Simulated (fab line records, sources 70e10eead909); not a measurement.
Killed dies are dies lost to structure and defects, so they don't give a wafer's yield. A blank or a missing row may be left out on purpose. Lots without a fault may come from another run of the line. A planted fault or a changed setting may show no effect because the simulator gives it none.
fab line records | flow nand_harc
record lots=5 wafers=15 last_day=23
route steps=1159 shown P_STI@92 P_GATE@110
lots that met no fault: from a run of the same line without faults
start_h: hours from the record's first day to the start of the lot's first wafer shown | wait_h: hours since the lot's step before | " the same as in the row above | L1.1+2: a row that stands for several wafers | - no value, or no start given | * or withheld: withheld | < > ~ a bound
route shown NAME@n: a module of which the file shows steps, and the number in the route of the first | usual: mean/standard deviation of fault-free wafers | same: alike in all rows | chamber/n: place in a boat | sites: the reading at each site | _std_site: their standard deviation | _edge_site: outer sites' mean less inner sites' | radius_mm: how far each site lies from the wafer's centre | mask NAME#n: copy n | behind: the tool/chamber that last shaped the wafer | hold: why the lot was held/for how many hours/how that ended | device: the transistor (n, p or np) that didn't switch | end of line: the same wafers' tests at the end of the route | a step without rows: its recipe alone | killed: dies lost to structure and defects at the first sort, not the wafer's yield | map: a wafer's dies, x killed, . not, _ none there
set.NAME: the setting as run; set.NAME@STEP: as run at that earlier step | model.NAME: the simulator's own value behind a step, which no gauge read
lots at some steps of the route; a table a step, a row a wafer
services: from which hour (start_h, from the record's first day; less than 0 if before it) a tool's chamber was out of use, for how many hours, and why
## steps
# step NHARC_P_STI_OCD_MEAS_17
# usual trench_depth_nm=302/4.5 trench_foot_cd_nm=158.1/2.3
# columns lot.wafer tool chamber start_h wait_h trench_depth_nm trench_foot_cd_nm
L075.1 ocd-02 - 44.71 0.1 305 156.5
L075.2 " - " " 301 158.0
L075.6 " - " " 304 154.3
L077.3 ocd-02 - 56.55 0.1 305 156.5
L077.5 " - " " 303 160.6
L077.6 " - " " 308 158.9
L081.1 ocd-02 - 78.72 0.1 298 157.0
L081.5 " - " " 296 161.3
L081.6 " - " " 299 158.1
L083.3 ocd-02 - 89.68 0.1 309 156.3
L083.4 " - " " 300 157.8
L083.6 " - " " 307 154.4
L091.3 ocd-02 - 138.93 0.1 302 159.0
L091.4 " - " " 298 157.9
L091.5 " - " " 302 159.0
# step NHARC_P_STI_STRIP_19
# recipe time_s=900 temp_c=130 chemistry=SPM
# columns lot.wafer tool chamber start_h wait_h
L075.2+1+6 wet_bench-06 2,4,6 44.76 0.1
L077.6+3+5 wet_bench-06 7,0,2 56.60 0.0
L081.5+1+6 wet_bench-06 5,7,1 78.77 0.0
L083.6+4+3 wet_bench-05 4,5,6 89.74 0.1
L091.4+3+5 wet_bench-05 0,1,4 138.98 0.0
# step NHARC_P_STI_PRECLEAN_32
# recipe time_s=* temp_c=50 bath_age_min=0 chemistry=SC1
# columns lot.wafer tool chamber start_h wait_h
L075.2+1+6 wet_bench-06 2,4,6 - -
L077.6+3+5 wet_bench-06 7,0,2 - -
L081.5+1+6 wet_bench-06 5,7,1 - -
L083.6+4+3 wet_bench-05 4,5,6 - -
L091.4+3+5 wet_bench-05 0,1,4 - -
# step NHARC_P_STI_SRD_23
# columns lot.wafer tool chamber start_h wait_h
L075.2+1+6 wet_bench-06 2,4,6 - -
L077.6+3+5 wet_bench-06 7,0,2 - -
L081.5+1+6 wet_bench-06 5,7,1 - -
L083.6+4+3 wet_bench-05 4,5,6 - -
L091.4+3+5 wet_bench-05 0,1,4 - -
# step NHARC_P_STI_OCD_MEAS_43
# usual trench_depth_nm=302/4.5 trench_foot_cd_nm=158.2/2.3
# columns lot.wafer tool chamber start_h wait_h trench_depth_nm trench_foot_cd_nm
L075.1 ocd-01 - 45.22 - 305 156.7
L075.2 " - " " 301 158.2
L075.6 " - " " 304 154.4
L077.3 ocd-02 - 57.07 - 306 156.4
L077.5 " - " " 303 160.4
L077.6 " - " " 308 158.9
L081.1 ocd-01 - 79.22 - 298 157.0
L081.5 " - " " 296 161.4
L081.6 " - " " 298 158.7
L083.3 ocd-01 - 90.19 - 308 156.1
L083.4 " - " " 300 158.1
L083.6 " - " " 308 154.6
L091.3 ocd-01 - 139.44 - 302 159.3
L091.4 " - " " 298 158.2
L091.5 " - " " 302 159.1
# step NHARC_P_STI_OXIDE_33
# recipe target_thk_a=100 temp_c=1000 ox_time_s=281 material=SiO2
# columns lot.wafer tool chamber start_h wait_h
L075.1+2+6 furnace-08 0 48.86 3.6
L077.3+5+6 furnace-08 0 62.26 5.2
L081.1+5+6 furnace-06 0 82.94 3.7
L083.3+4+6 furnace-06 0 96.04 5.9
L091.3+4+5 furnace-03 0 145.03 5.6
# step NHARC_P_STI_HDPCVD_20
# recipe target_thk_a=withheld sigma_open_frac=withheld material=SiO2
# columns lot.wafer tool chamber start_h wait_h
L075.2+1+6 hdpcvd-01 1,0,1 53.54 0.4
L077.3+5+6 hdpcvd-01 1,0,1 67.67 1.1
L081.1+5+6 hdpcvd-01 0,0,1 87.64 0.4
L083.4+3+6 hdpcvd-01 0,1,1 100.94 0.5
L091.4+3+5 hdpcvd-01 1,0,1 149.88 0.5
# step NHARC_P_STI_ANNEAL_34
# recipe temp_c=1000 time_s=1800
# columns lot.wafer tool chamber start_h wait_h
L075.1+2+6 furnace-08 0 57.74 4.0
L077.3+5+6 furnace-03 0 71.21 3.5
L081.1+5+6 furnace-08 0 93.54 5.8
L083.3+4+6 furnace-08 0 101.57 0.5
L091.3+4+5 furnace-06 0 154.22 4.2
# step NHARC_P_STI_CMP_21
# recipe t_overpolish_s=20 target_thk_nm=380.67
# usual motor_current_A=11.7/0.87 overpolish_run_s=20.000/0.0089 slurry_filter_dp_kPa=13.53/0.14
# columns lot.wafer tool chamber start_h wait_h motor_current_A overpolish_run_s slurry_filter_dp_kPa
L075.2 cmp-02 0 62.65 0.4 12.4 19.999 13.42
L075.1 " 2 " " 11.0 20.009 13.43
L075.6 " 0 " " 13.0 19.991 13.51
L077.3 cmp-02 1 76.25 0.6 12.2 20.000 13.64
L077.6 " 3 " " 10.0 19.998 13.79
L077.5 " 0 " " 12.4 20.003 13.21
L081.1 cmp-04 1 98.48 0.4 10.7 20.008 13.43
L081.6 " 1 " " 10.7 19.991 13.59
L081.5 " 2 " " 12.7 20.007 13.53
L083.4 cmp-02 1 106.47 0.4 12.0 19.994 13.71
L083.3 " 3 " " 9.7 19.993 13.45
L083.6 " 1 " " 11.8 20.009 13.41
L091.4 cmp-01 1 159.13 0.4 12.2 19.988 13.61
L091.3 " 2 " " 11.4 19.996 13.44
L091.5 " 0 " " 12.4 19.995 13.42
# step NHARC_P_STI_SRD_35
# columns lot.wafer tool chamber start_h wait_h
L075.1+6+2 wet_bench-05 4,6,7 62.94 0.0
L077.3+5+6 wet_bench-05 0,2,3 76.51 0.0
L081.6+1+5 wet_bench-02 7,1,2 98.79 0.0
L083.6+4+3 wet_bench-05 7,2,3 106.78 0.0
L091.5+4+3 wet_bench-06 6,0,1 159.38 0.0
# step NHARC_P_STI_ETCH_36
# recipe target_depth_a=388 chemistry=dHF material=SiO2
# columns lot.wafer tool chamber start_h wait_h
L075.1+6+2 wet_bench-05 4,6,7 62.96 0.0
L077.3+5+6 wet_bench-05 0,2,3 76.53 0.0
L081.6+1+5 wet_bench-02 7,1,2 98.81 0.0
L083.6+4+3 wet_bench-05 7,2,3 106.80 0.0
L091.5+4+3 wet_bench-06 6,0,1 159.41 0.0
# step NHARC_P_STI_STRIP_24
# recipe temp_c=160 chemistry=H3PO4 material=Si3N4
# columns lot.wafer tool chamber start_h wait_h
L075.1+6+2 wet_bench-05 4,6,7 62.98 0.0
L077.3+5+6 wet_bench-05 0,2,3 76.55 0.0
L081.6+1+5 wet_bench-02 7,1,2 98.83 0.0
L083.6+4+3 wet_bench-05 7,2,3 106.81 0.0
L091.5+4+3 wet_bench-06 6,0,1 159.42 0.0
# step NHARC_P_STI_ETCH_37
# recipe target_depth_a=110 chemistry=dHF material=SiO2
# columns lot.wafer tool chamber start_h wait_h
L075.1+6+2 wet_bench-05 4,6,7 - -
L077.3+5+6 wet_bench-05 0,2,3 - -
L081.6+1+5 wet_bench-02 7,1,2 - -
L083.6+4+3 wet_bench-05 7,2,3 - -
L091.5+4+3 wet_bench-06 6,0,1 - -
# step NHARC_P_STI_PRECLEAN_38
# recipe time_s=* temp_c=50 bath_age_min=0 chemistry=SC1
# columns lot.wafer tool chamber start_h wait_h
L075.1+6+2 wet_bench-05 4,6,7 - -
L077.3+5+6 wet_bench-05 0,2,3 - -
L081.6+1+5 wet_bench-02 7,1,2 - -
L083.6+4+3 wet_bench-05 7,2,3 - -
L091.5+4+3 wet_bench-06 6,0,1 - -
# step NHARC_P_STI_SRD_39
# columns lot.wafer tool chamber start_h wait_h
L075.1+6+2 wet_bench-05 4,6,7 - -
L077.3+5+6 wet_bench-05 0,2,3 - -
L081.6+1+5 wet_bench-02 7,1,2 - -
L083.6+4+3 wet_bench-05 7,2,3 - -
L091.5+4+3 wet_bench-06 6,0,1 - -
# step NHARC_P_STI_OXIDE_40
# recipe target_thk_a=100 temp_c=900 ox_time_s=1362 material=SiO2
# columns lot.wafer tool chamber start_h wait_h
L075.1+2+6 furnace-03 0 67.07 -
L077.3+5+6 furnace-03 0 80.58 -
L081.1+5+6 furnace-06 0 100.39 -
L083.3+4+6 furnace-06 0 110.89 -
L091.3+4+5 furnace-06 0 161.69 -
# step NHARC_P_STI_INSPECT_25
# usual raw_defect_count=226/110
# columns lot.wafer tool chamber start_h wait_h raw_defect_count
L075.1 defect_inspect-02 - 71.15 0.4 167
L075.2 " - " " 204
L075.6 " - " " 176
L077.3 defect_inspect-01 - 84.68 0.4 292
L077.5 " - " " 368
L077.6 " - " " 234
L081.1 defect_inspect-02 - 104.44 0.4 252
L081.5 " - " " 199
L081.6 " - " " 197
L083.3 defect_inspect-01 - 114.98 0.4 354
L083.4 " - " " 290
L083.6 " - " " 216
L091.3 defect_inspect-02 - 165.75 0.4 171
L091.4 " - " " 200
L091.5 " - " " 253
# step NHARC_P_GATE_ETCH_69
# recipe target_depth_a=140 chemistry=dHF material=SiO2
# columns lot.wafer tool chamber start_h wait_h
L075.2+1+6 wet_bench-07 2,5,6 71.22 0.1
L077.5+3+6 wet_bench-07 2,3,5 84.73 0.0
L081.6+5+1 wet_bench-01 2,3,4 104.51 0.1
L083.4+6+3 wet_bench-01 0,1,3 115.02 0.0
L091.5+4+3 wet_bench-03 5,6,7 165.85 0.1
# step NHARC_P_GATE_PRECLEAN_70
# recipe time_s=* temp_c=50 bath_age_min=0 chemistry=SC1
# columns lot.wafer tool chamber start_h wait_h
L075.2+1+6 wet_bench-07 2,5,6 71.30 0.1
L077.5+3+6 wet_bench-07 2,3,5 84.83 0.1
L081.6+5+1 wet_bench-01 2,3,4 104.60 0.1
L083.4+6+3 wet_bench-01 0,1,3 115.12 0.1
L091.5+4+3 wet_bench-03 5,6,7 165.90 0.0
# step NHARC_P_GATE_SRD_01
# columns lot.wafer tool chamber start_h wait_h
L075.2+1+6 wet_bench-07 2,5,6 - -
L077.5+3+6 wet_bench-07 2,3,5 - -
L081.6+5+1 wet_bench-01 2,3,4 - -
L083.4+6+3 wet_bench-01 0,1,3 - -
L091.5+4+3 wet_bench-03 5,6,7 - -
# step NHARC_P_GATE_OXIDE_02
# recipe target_thk_a=375 temp_c=950 p_h2o_torr=720 ox_time_s=365 material=SiO2
# columns lot.wafer tool chamber start_h wait_h
L075.1+2+6 furnace-01 0 74.43 -
L077.3+5+6 furnace-05 0 87.96 -
L081.1+5+6 furnace-05 0 107.72 -
L083.3+4+6 furnace-07 0 118.63 -
L091.3+4+5 furnace-07 0 168.80 -
# step NHARC_P_GATE_DEHYDRATE_03
# recipe temp_c=150 time_s=120
# columns lot.wafer tool chamber start_h wait_h
L075.1+2+6 litho_track-02 0 79.03 0.4
L077.3+5+6 litho_track-03 0 92.59 0.4
L081.1+5+6 litho_track-03 0 112.34 0.4
L083.3+4+6 litho_track-02 0 123.28 0.4
L091.3+4+5 litho_track-02 0 173.40 0.4
# step NHARC_P_GATE_HMDS_04
# recipe time_s=30
# columns lot.wafer tool chamber start_h wait_h
L075.1+2+6 litho_track-02 0 - -
L077.3+5+6 litho_track-03 0 - -
L081.1+5+6 litho_track-03 0 - -
L083.3+4+6 litho_track-02 0 - -
L091.3+4+5 litho_track-02 0 - -
# step NHARC_P_GATE_COAT_05
# recipe spin_rpm=4690
# columns lot.wafer tool chamber start_h wait_h
L075.1+2+6 litho_track-02 0 - -
L077.3+5+6 litho_track-03 0 - -
L081.1+5+6 litho_track-03 0 - -
L083.3+4+6 litho_track-02 0 - -
L091.3+4+5 litho_track-02 0 - -
# step NHARC_P_GATE_SOFTBAKE_06
# recipe temp_c=122 time_s=95
# columns lot.wafer tool chamber start_h wait_h
L075.1+2+6 litho_track-02 0 - -
L077.3+5+6 litho_track-03 0 - -
L081.1+5+6 litho_track-03 0 - -
L083.3+4+6 litho_track-02 0 - -
L091.3+4+5 litho_track-02 0 - -
# step NHARC_P_GATE_EBR_07
# columns lot.wafer tool chamber start_h wait_h
L075.1+2+6 litho_track-02 0 - -
L077.3+5+6 litho_track-03 0 - -
L081.1+5+6 litho_track-03 0 - -
L083.3+4+6 litho_track-02 0 - -
L091.3+4+5 litho_track-02 0 - -
# step NHARC_P_GATE_EXPOSE_08
# recipe na=0.6 dose_mj=16.75 mask_id=P_HV
# usual exposure_dose_mJ_cm2=16.751/0.016
# columns lot.wafer tool chamber start_h wait_h mask exposure_dose_mJ_cm2
L075.1 krf_scanner-04 0 79.30 - P_HV#0 16.755
L075.2 " 0 " " P_HV#0 16.740
L075.6 " 0 " " P_HV#0 16.739
L077.3 krf_scanner-04 0 92.91 - P_HV#0 16.729
L077.5 " 0 " " P_HV#0 16.718
L077.6 " 0 " " P_HV#0 16.728
L081.1 krf_scanner-01 0 112.77 - P_HV#0 16.731
L081.5 " 0 " " P_HV#0 16.740
L081.6 " 0 " " P_HV#0 16.771
L083.3 krf_scanner-04 0 123.59 - P_HV#0 16.746
L083.4 " 0 " " P_HV#0 16.736
L083.6 " 0 " " P_HV#0 16.727
L091.3 krf_scanner-03 0 173.71 - P_HV#0 16.759
L091.4 " 0 " " P_HV#0 16.774
L091.5 " 0 " " P_HV#0 16.754
# step NHARC_P_GATE_PEB_09
# recipe peb_temp_c=118 peb_time_s=85
# columns lot.wafer tool chamber start_h wait_h
L075.1+2+6 litho_track-03 0 79.36 0.1
L077.3+5+6 litho_track-03 0 92.96 0.1
L081.1+5+6 litho_track-02 0 112.83 0.1
L083.3+4+6 litho_track-03 0 123.65 0.1
L091.3+4+5 litho_track-02 0 173.78 0.1
# step NHARC_P_GATE_DEVELOP_10
# recipe time_s=70
# columns lot.wafer tool chamber start_h wait_h
L075.1+2+6 litho_track-03 0 - -
L077.3+5+6 litho_track-03 0 - -
L081.1+5+6 litho_track-02 0 - -
L083.3+4+6 litho_track-03 0 - -
L091.3+4+5 litho_track-02 0 - -
# step NHARC_P_GATE_CD_MEAS_11
# recipe target_cd_nm=1640 landing_energy_ev=500
# usual cd_nm=1639.4/1.8
# columns lot.wafer tool chamber start_h wait_h cd_nm
L075.1 cd_sem-01 0 79.45 - 1643.1
L075.2 " 0 " " 1639.5
L075.6 " 0 " " 1642.6
L077.3 cd_sem-01 0 93.06 - 1641.0
L077.5 " 0 " " 1640.9
L077.6 " 0 " " 1638.2
L081.1 cd_sem-03 0 112.93 - 1638.9
L081.5 " 0 " " 1639.7
L081.6 " 0 " " 1638.9
L083.3 cd_sem-01 0 123.74 - 1640.7
L083.4 " 0 " " 1640.6
L083.6 " 0 " " 1640.1
L091.3 cd_sem-02 0 173.87 - 1637.4
L091.4 " 0 " " 1640.0
L091.5 " 0 " " 1638.3
# step NHARC_P_GATE_HARDBAKE_12
# recipe temp_c=125 time_s=80
# columns lot.wafer tool chamber start_h wait_h
L075.1+2+6 litho_track-05 0 79.53 -
L077.3+5+6 litho_track-05 0 93.14 -
L081.1+5+6 litho_track-05 0 113.00 -
L083.3+4+6 litho_track-05 0 123.82 -
L091.3+4+5 litho_track-05 0 173.95 -
# step NHARC_P_GATE_DESCUM_13
# recipe time_s=3 o2_flow_sccm=200 ar_flow_sccm=0 bias_power_w=0 chemistry=O2
# usual drypump_motor_current_A=5.9/0.46 oes_product_au=0.999/0.0092 rf_vpp_V=57.7/0.91 showerhead_plenum_p_Torr=1.89/0.084 throttle_valve_pct=11.311/0.0097
# columns lot.wafer tool chamber start_h wait_h drypump_motor_current_A oes_product_au rf_hours_counter_h rf_vpp_V showerhead_plenum_p_Torr throttle_valve_pct
L075.2 rie_diel-05 3 79.62 - 5.7 0.990 16 58.3 2.01 11.298
L075.1 " 0 " " 5.8 0.992 17 57.5 1.81 11.316
L075.6 " 3 " " 5.7 0.994 - 59.1 2.01 11.313
L077.3 rie_diel-05 0 93.25 - 5.9 1.001 19 57.8 1.80 11.305
L077.6 " 1 " " 5.2 0.990 - 56.2 1.81 11.310
L077.5 " 2 " " 6.7 1.000 - 57.5 1.83 11.293
L081.1 rie_diel-02 0 113.11 - 6.4 1.016 49 56.6 1.81 11.305
L081.6 " 2 " " 5.4 1.012 - 59.1 2.02 11.300
L081.5 " 3 " " 5.9 0.999 - 57.7 1.98 11.312
L083.3 rie_diel-05 3 123.91 - 5.7 0.982 24 59.3 2.01 11.301
L083.4 " 3 " " 5.6 0.990 - 58.5 2.01 11.317
L083.6 " 0 " " 5.8 0.992 - 57.5 1.80 11.293
L091.3 rie_diel-02 2 174.06 - 5.4 1.009 6 57.7 2.02 11.310
L091.5 " 3 " " 5.9 1.003 - 56.7 1.97 11.316
L091.4 " 2 " " 5.4 1.006 - 57.1 2.02 11.313
# step NHARC_P_GATE_ETCH_14
# recipe target_depth_a=488 chemistry=dHF material=SiO2
# columns lot.wafer tool chamber start_h wait_h
L075.1+6+2 wet_bench-03 3,6,0 79.77 0.1
L077.3+6+5 wet_bench-01 0,2,4 93.35 0.1
L081.6+1+5 wet_bench-03 5,6,2 113.23 0.1
L083.4+3+6 wet_bench-07 5,7,0 124.09 0.1
L091.3+5+4 wet_bench-01 5,6,0 174.20 0.1
# step NHARC_P_GATE_STRIP_15
# recipe time_s=780 temp_c=130 chemistry=SPM
# columns lot.wafer tool chamber start_h wait_h
L075.1+6+2 wet_bench-03 3,6,0 79.81 0.0
L077.3+6+5 wet_bench-01 0,2,4 93.39 0.0
L081.6+1+5 wet_bench-03 5,6,2 113.26 0.0
L083.4+3+6 wet_bench-07 5,7,0 124.13 0.0
L091.3+5+4 wet_bench-01 5,6,0 174.24 0.0
# step NHARC_P_GATE_PRECLEAN_71
# recipe time_s=* temp_c=50 bath_age_min=0 chemistry=SC1
# columns lot.wafer tool chamber start_h wait_h
L075.1+6+2 wet_bench-03 3,6,0 - -
L077.3+6+5 wet_bench-01 0,2,4 - -
L081.6+1+5 wet_bench-03 5,6,2 - -
L083.4+3+6 wet_bench-07 5,7,0 - -
L091.3+5+4 wet_bench-01 5,6,0 - -
# step NHARC_P_GATE_SRD_72
# columns lot.wafer tool chamber start_h wait_h
L075.1+6+2 wet_bench-03 3,6,0 - -
L077.3+6+5 wet_bench-01 0,2,4 - -
L081.6+1+5 wet_bench-03 5,6,2 - -
L083.4+3+6 wet_bench-07 5,7,0 - -
L091.3+5+4 wet_bench-01 5,6,0 - -
# step NHARC_P_GATE_OXIDE_16
# recipe target_thk_a=30 temp_c=875 ox_time_s=392 material=SiO2
# columns lot.wafer tool chamber start_h wait_h
L075.1+2+6 furnace-01 0 83.17 -
L077.3+5+6 furnace-05 0 99.08 -
L081.1+5+6 furnace-05 0 116.68 -
L083.3+4+6 furnace-01 0 127.30 -
L091.3+4+5 furnace-07 0 177.17 -
# step NHARC_P_GATE_CVD_17
# recipe target_thk_a=1500 temp_c=620 time_s=900 material=poly-Si
# columns lot.wafer tool chamber start_h wait_h
L075.1+2+6 lpcvd_poly-01 0 89.37 2.7
L077.3+5+6 lpcvd_poly-02 0 105.10 2.5
L081.1+5+6 lpcvd_poly-02 0 122.75 2.5
L083.3+4+6 lpcvd_poly-03 0 134.67 3.8
L091.3+4+5 lpcvd_poly-01 0 183.42 2.7
# step NHARC_P_GATE_HM_DEP_102
# recipe target_thk_a=1200 temp_c=400 material=aC
# usual throttle_valve_pct=35.001/0.0087
# columns lot.wafer tool chamber start_h wait_h throttle_valve_pct
L075.1 acl_dep-02 0 91.98 0.4 35.009
L075.2 " 0 " " 34.987
L075.6 " 0 " " 35.012
L077.3 acl_dep-02 0 107.96 0.6 35.003
L077.5 " 0 " " 35.003
L077.6 " 0 " " 34.993
L081.1 acl_dep-02 0 125.33 0.4 35.018
L081.5 " 0 " " 34.990
L081.6 " 0 " " 35.005
L083.3 acl_dep-02 0 139.40 2.5 34.997
L083.4 " 0 " " 35.007
L083.6 " 0 " " 35.004
L091.3 acl_dep-03 0 189.21 3.5 34.995
L091.4 " 0 " " 35.006
L091.5 " 0 " " 35.006
# step NHARC_P_GATE_DEP_103
# recipe target_thk_a=300 target_thk_nm=30 temp_c=400 flow_sccm=200 rf_w=350 material=SiON
# usual heater_power_w=739/90
# columns lot.wafer tool chamber start_h wait_h heater_power_w
L075.2 pecvd-02 2 92.68 0.5 834
L075.1 " 0 " " 559
L075.6 " 2 " " 858
L077.3 pecvd-01 1 108.40 0.3 772
L077.5 " 2 " " 641
L077.6 " 0 " " 808
L081.1 pecvd-01 2 126.06 0.6 722
L081.5 " 1 " " 749
L081.6 " 2 " " 732
L083.3 pecvd-01 0 139.84 0.3 778
L083.4 " 0 " " 772
L083.6 " 2 " " 701
L091.3 pecvd-02 2 189.77 0.5 864
L091.4 " 0 " " 572
L091.5 " 0 " " 573
# step NHARC_P_GATE_DEHYDRATE_18
# recipe temp_c=150 time_s=120
# columns lot.wafer tool chamber start_h wait_h
L075.1+2+6 litho_track-04 0 92.92 0.2
L077.3+5+6 litho_track-01 0 108.67 0.2
L081.1+5+6 litho_track-01 0 126.27 0.2
L083.3+4+6 litho_track-06 0 140.12 0.2
L091.3+4+5 litho_track-06 0 190.05 0.2
# step NHARC_P_GATE_HMDS_19
# recipe time_s=30
# columns lot.wafer tool chamber start_h wait_h
L075.1+2+6 litho_track-04 0 - -
L077.3+5+6 litho_track-01 0 - -
L081.1+5+6 litho_track-01 0 - -
L083.3+4+6 litho_track-06 0 - -
L091.3+4+5 litho_track-06 0 - -
# step NHARC_P_GATE_COAT_20
# recipe spin_rpm=1500 resist_thk_nm=90
# usual dispense_pressure_kPa=51/6.4
# columns lot.wafer tool chamber start_h wait_h dispense_pressure_kPa
L075.1 litho_track-04 0 - - 42
L075.2 " 0 " " 42
L075.6 " 0 " " 43
L077.3 litho_track-01 0 - - 52
L077.5 " 0 " " 52
L077.6 " 0 " " 52
L081.1 litho_track-01 0 - - 52
L081.5 " 0 " " 52
L081.6 " 0 " " 52
L083.3 litho_track-06 0 - - 58
L083.4 " 0 " " 58
L083.6 " 0 " " 57
L091.3 litho_track-06 0 - - 57
L091.4 " 0 " " 58
L091.5 " 0 " " 58
# step NHARC_P_GATE_SOFTBAKE_21
# recipe temp_c=105 time_s=55
# columns lot.wafer tool chamber start_h wait_h
L075.1+2+6 litho_track-04 0 - -
L077.3+5+6 litho_track-01 0 - -
L081.1+5+6 litho_track-01 0 - -
L083.3+4+6 litho_track-06 0 - -
L091.3+4+5 litho_track-06 0 - -
# step NHARC_P_GATE_EBR_22
# columns lot.wafer tool chamber start_h wait_h
L075.1+2+6 litho_track-04 0 - -
L077.3+5+6 litho_track-01 0 - -
L081.1+5+6 litho_track-01 0 - -
L083.3+4+6 litho_track-06 0 - -
L091.3+4+5 litho_track-06 0 - -
# step NHARC_P_GATE_EXPOSE_23
# recipe na=1.35 target_cd_nm=120 dose_mj=93.91 mask_id=P_GATE
# usual exposure_dose_mJ_cm2=93.90/0.084
# columns lot.wafer tool chamber start_h wait_h mask exposure_dose_mJ_cm2
L075.1 arfi_scanner-01 0 93.33 - P_GATE#0 94.01
L075.2 " 0 " " P_GATE#0 93.99
L075.6 " 0 " " P_GATE#0 93.88
L077.3 arfi_scanner-03 0 108.95 - P_GATE#0 93.87
L077.5 " 0 " " P_GATE#0 93.84
L077.6 " 0 " " P_GATE#0 93.89
L081.1 arfi_scanner-02 0 126.54 - P_GATE#0 93.76
L081.5 " 0 " " P_GATE#0 93.87
L081.6 " 0 " " P_GATE#0 93.94
L083.3 arfi_scanner-01 0 140.52 - P_GATE#0 93.87
L083.4 " 0 " " P_GATE#0 93.93
L083.6 " 0 " " P_GATE#0 93.76
L091.3 arfi_scanner-02 0 190.32 - P_GATE#0 93.95
L091.4 " 0 " " P_GATE#0 93.93
L091.5 " 0 " " P_GATE#0 93.96
# step NHARC_P_GATE_PEB_24
# recipe peb_temp_c=100 peb_time_s=65
# columns lot.wafer tool chamber start_h wait_h
L075.1+2+6 litho_track-04 0 93.39 0.1
L077.3+5+6 litho_track-04 0 109.00 0.0
L081.1+5+6 litho_track-06 0 126.60 0.1
L083.3+4+6 litho_track-01 0 140.58 0.0
L091.3+4+5 litho_track-04 0 190.38 0.0
# step NHARC_P_GATE_DEVELOP_25
# recipe develop_time_s=35 dev_temp_c=23
# columns lot.wafer tool chamber start_h wait_h
L075.1+2+6 litho_track-04 0 - -
L077.3+5+6 litho_track-04 0 - -
L081.1+5+6 litho_track-06 0 - -
L083.3+4+6 litho_track-01 0 - -
L091.3+4+5 litho_track-04 0 - -
# step NHARC_P_GATE_CD_MEAS_26
# recipe target_cd_nm=120 landing_energy_ev=500
# usual cd_nm=119.8/0.66
# columns lot.wafer tool chamber start_h wait_h cd_nm
L075.1 cd_sem-02 0 93.47 - 119.6
L075.2 " 0 " " 120.0
L075.6 " 0 " " 120.1
L077.3 cd_sem-03 0 109.08 - 119.8
L077.5 " 0 " " 119.3
L077.6 " 0 " " 119.9
L081.1 cd_sem-01 0 126.68 - 119.6
L081.5 " 0 " " 119.7
L081.6 " 0 " " 120.1
L083.3 cd_sem-01 0 140.66 - 120.0
L083.4 " 0 " " 120.1
L083.6 " 0 " " 119.3
L091.3 cd_sem-01 0 190.46 - 118.3
L091.4 " 0 " " 119.0
L091.5 " 0 " " 119.0
# step NHARC_P_GATE_OVL_MEAS_27
# usual overlay_x_nm=0.0/0.84 overlay_y_nm=-0.1/0.87
# columns lot.wafer tool chamber start_h wait_h overlay_x_nm overlay_y_nm
L075.1 overlay-01 - 93.56 - 0.2 1.0
L075.2 " - " " 0.3 1.1
L075.6 " - " " -0.3 1.5
L077.3 overlay-01 - 109.17 - -0.4 0.4
L077.5 " - " " -1.2 0.3
L077.6 " - " " -0.7 -0.5
L081.1 overlay-01 - 126.77 - 1.1 -0.9
L081.5 " - " " 0.5 -0.8
L081.6 " - " " 0.8 -0.8
L083.3 overlay-01 - 140.74 - -0.2 2.0
L083.4 " - " " -0.2 1.7
L083.6 " - " " -0.7 1.4
L091.3 overlay-01 - 190.54 - 0.2 -0.4
L091.4 " - " " 0.0 0.2
L091.5 " - " " -0.4 0.3
# step NHARC_P_GATE_INSPECT_28
# usual raw_defect_count=6.4/2.7
# columns lot.wafer tool chamber start_h wait_h raw_defect_count
L075.1 defect_inspect-02 - 93.60 0.0 3
L075.2 " - " " 5
L075.6 " - " " 6
L077.3 defect_inspect-01 - 109.21 0.0 5
L077.5 " - " " 6
L077.6 " - " " 7
L081.1 defect_inspect-02 - 126.80 0.0 4
L081.5 " - " " 3
L081.6 " - " " 5
L083.3 defect_inspect-02 - 140.78 0.0 8
L083.4 " - " " 6
L083.6 " - " " 4
L091.3 defect_inspect-01 - 190.58 0.0 12
L091.4 " - " " 3
L091.5 " - " " 4
# step NHARC_P_GATE_DESCUM_31
# recipe time_s=3 o2_flow_sccm=200 ar_flow_sccm=0 bias_power_w=0 chemistry=O2
# usual drypump_motor_current_A=5.8/0.42 oes_product_au=1.003/0.0094 rf_vpp_V=57.8/0.88 showerhead_plenum_p_Torr=1.90/0.083 throttle_valve_pct=11.311/0.0082
# columns lot.wafer tool chamber start_h wait_h drypump_motor_current_A oes_product_au rf_hours_counter_h rf_vpp_V showerhead_plenum_p_Torr throttle_valve_pct
L075.1 rie_diel-02 0 93.69 0.1 6.4 1.007 39 58.2 1.81 11.313
L075.2 " 2 " " 5.4 1.011 40 58.4 2.02 11.319
L075.6 " 0 " " 6.4 1.001 - 56.8 1.81 11.308
L077.3 rie_diel-13 2 109.27 0.1 5.7 1.002 0 57.5 1.86 11.318
L077.6 " 2 " " 5.7 1.002 - 56.1 1.86 11.296
L077.5 " 1 " " 5.6 1.000 - 57.7 1.94 11.310
L081.1 rie_diel-02 0 126.86 0.1 6.4 1.013 54 57.5 1.81 11.302
L081.6 " 0 " " 6.4 1.014 - 56.9 1.81 11.312
L081.5 " 1 " " 6.0 1.011 - 56.3 1.93 11.304
L083.3 rie_diel-02 1 141.00 0.2 6.0 1.009 61 59.2 1.93 11.326
L083.4 " 3 " " 5.9 1.005 53 59.2 1.97 11.308
L083.6 " 2 " " 5.4 0.998 - 60.1 2.02 11.309
L091.4 rie_diel-05 2 190.66 0.1 6.7 1.001 4 56.3 1.83 11.309
L091.3 " 3 " " 5.6 0.976 3 57.8 2.00 11.326
L091.5 " 1 " " 5.2 0.990 - 56.9 1.81 11.325
## services
# columns tool chamber start_h hours kind
wet_bench-05 - 20.80 8.0 pm
cmp-02 - 30.52 4.0 pm
rie_diel-02 3 31.15 6.6 repair
wet_bench-01 - 37.60 8.0 pm
litho_track-03 - 38.00 7.0 pm
litho_track-05 - 62.00 7.0 pm
litho_track-01 - 93.00 7.0 pm
wet_bench-07 - 96.00 8.0 pm
hdpcvd-01 - 111.00 13.0 pm
rie_diel-05 1 112.26 52.3 repair
litho_track-06 - 117.00 7.0 pm
furnace-08 - 119.86 1.2 repair
rie_diel-02 3 120.17 5.6 repair
wet_bench-06 - 129.60 8.0 pm
litho_track-04 - 141.00 7.0 pm
wet_bench-03 - 146.40 8.0 pm
rie_diel-02 - 150.78 9.0 pm
rie_diel-05 - 160.11 0.2 repair
rie_diel-05 - 163.60 9.0 pm
litho_track-02 - 165.00 7.0 pm
rie_diel-02 0 166.70 11.0 repair
acl_dep-02 - 169.72 13.0 pm
rie_diel-02 2 178.96 18.6 repair
wet_bench-02 - 180.00 8.0 pm
## key
fault none
